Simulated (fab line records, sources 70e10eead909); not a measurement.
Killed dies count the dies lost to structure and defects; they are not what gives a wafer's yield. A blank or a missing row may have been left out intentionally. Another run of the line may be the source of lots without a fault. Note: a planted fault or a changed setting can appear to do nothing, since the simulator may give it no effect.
A lot that was struck, set against a sound lot	flow nandHarc	15 steps out of a route of 1302
Sound: these wafers, L965.1, L965.4, L965.5. Wafers struck: L976.2, L976.3, L976.6. The cause comes at the end.
For every step that has rows: the tool of each side, followed by ch and its chambers, followed by its first start. Under that, the readings that differ: sound wafers	struck wafers	difference of the means	sigmas: that difference in standard deviations of wafers without a fault.
alike: words and numbers the same on both sides, and readings whose means are apart by under 2 such deviations; not compared: readings that were withheld, readings missing a value for some wafer, numbers with overlapping values and no deviation given by the record, and bounds like >300 which may hide the same value.
The two part at a step that has a row with sigmas, a row that says differs or no value, or rows on one side only. When numbers do not overlap yet have no deviation, they are printed without sigmas and do not part them. A reading missing from all wafers of one side parts the sides only when that side holds two or more wafers.

first, 3 steps without rows for these wafers: NHARC_A_CONTACT_EXPOSE_05 (exposes mask A CC); NHARC_A_CONTACT_PEB_06 (peb time 65 s); NHARC_A_CONTACT_DEVELOP_07 (develop time 35 s).
NHARC_A_CONTACT_CD_MEAS_08: target cd 200 nm.
  sound on cdSem-01 ch 0, day 22 21:00; struck on cdSem-01 ch 0, day 26 20:20
reading	sound	struck	difference	sigmas
cdNm (nm)	199.1 199.2 199.1	200.5 200.0 200.0	+1.0	+2
NHARC_A_CONTACT_OVL_MEAS_09:
  struck on overlay-01, day 26 20:26; sound on overlay-02, day 22 21:05
reading	sound	struck	difference	sigmas
overlayXNm (nm)	1.2 1.6 1.4	-1.4 -0.9 -1.1	-2.5	-3
  alike: overlayYNm
NHARC_A_CONTACT_INSPECT_10:
  struck on defectInspect-01, day 26 20:28; sound on defectInspect-01, day 22 21:07
  alike: rawDefectCount
NHARC_A_CONTACT_DESCUM_13: chemistry O2, time 3 s.
  sound on rieDiel-03 ch 2,3, day 22 21:11; struck on rieDiel-11 ch 0,1,3, day 26 20:31
reading	sound	struck	difference	sigmas
oesProductAu (a.u.)	0.989 1.008 1.009	0.976 0.986 0.987	-0.019	-2
  alike: drypumpMotorCurrentA, rfVppV, showerheadPlenumPTorr, throttleValvePct
  not compared: rfHoursCounterH
then, 1 step without rows for these wafers: NHARC_A_CONTACT_ETCH_88 (etches the open film in CF4, target depth 39 nm, time 65 s).
NHARC_A_CONTACT_ETCH_89: etches the open film in N2/H2, target depth 260 nm, time 475.3 s.
  sound on rieDiel-03 ch 1,2,3; struck on rieDiel-11 ch 0,1
  alike: biasW, chamberPressureMTorr, drypumpMotorCurrentA, oesProductAu, rfVppV, showerheadPlenumPTorr, throttleValvePct
  not compared: rfHoursCounterH
NHARC_A_CONTACT_ETCH_30: etches the open film in CF4/CHF3, target depth 72.6 nm, time 36.3 s.
  sound on rieDiel-03 ch 1,2,3; struck on rieDiel-11 ch 0,1,2
reading	sound	struck	difference	sigmas
oesProductAu (a.u.)	0.928 0.915 0.920	0.979 0.972 1.021	+0.070	+3
  alike: biasW, cf4FlowSccm, drypumpMotorCurrentA, rfVppV, showerheadPlenumPTorr, throttleValvePct
  not compared: rfHoursCounterH
then, 1 step without rows for these wafers: NHARC_A_CONTACT_ETCH_31 (etches the open film in O2/COS, target depth 2800 nm, time 728 s).
NHARC_A_CONTACT_ETCH_134: etches the open film in C4F8/O2/Ar, time 140 s, target depth 700 nm.
  sound on harCapEtch-02 ch 0, day 22 23:41; struck on harCapEtch-03 ch 1, day 26 21:47
  alike: chamberPressureMTorr, oesAirLineAu
  not compared: rfHoursCounterH
NHARC_A_CONTACT_ETCH_135: etches the open film in C4F8/O2/Ar, time 311 s, target depth 1912 nm.
  sound on harCapEtch-02 ch 0, day 22 23:53; struck on harCapEtch-03 ch 1, day 26 21:59
  no value came back on the struck wafers for chamberPressureMTorr (mTorr), oesAirLineAu (a.u.), timeS (s); on the sound wafers chamberPressureMTorr (mTorr) reads 20.029 19.998 20.011
  not compared: rfHoursCounterH
NHARC_A_CONTACT_ETCH_136: etches the open film in C4F8/O2/Ar, time 311 s, target depth 1912 nm.
  sound on harCapEtch-02 ch 0, day 23 00:10; struck on harCapEtch-03 ch 1, day 26 22:16
  alike: chamberPressureMTorr, oesAirLineAu
  not compared: rfHoursCounterH
-- jump in the record: it breaks off in module A_CONTACT and resumes in module END (first step shown: number 1302 of the route), and 5 days separate the struck wafers' starts before and after --
NHARC_END_SORT_01:
  sound on prober-02 ch 0, day 25 04:47; struck on prober-02 ch 0, day 31 17:40
reading	sound	struck	difference	sigmas
killedAtArray	75 84 75	671 674 670	+594	+33
killedDies	76 96 82	677 677 677	+592	+33
  alike: killedAtOther, killedAtPeriphery, killedOpen, killedShort

## WHERE THEY PART
Last at NHARC_END_SORT_01 as far as this record goes, first at NHARC_A_CONTACT_CD_MEAS_08.

WHY: what had been put in by the simulator
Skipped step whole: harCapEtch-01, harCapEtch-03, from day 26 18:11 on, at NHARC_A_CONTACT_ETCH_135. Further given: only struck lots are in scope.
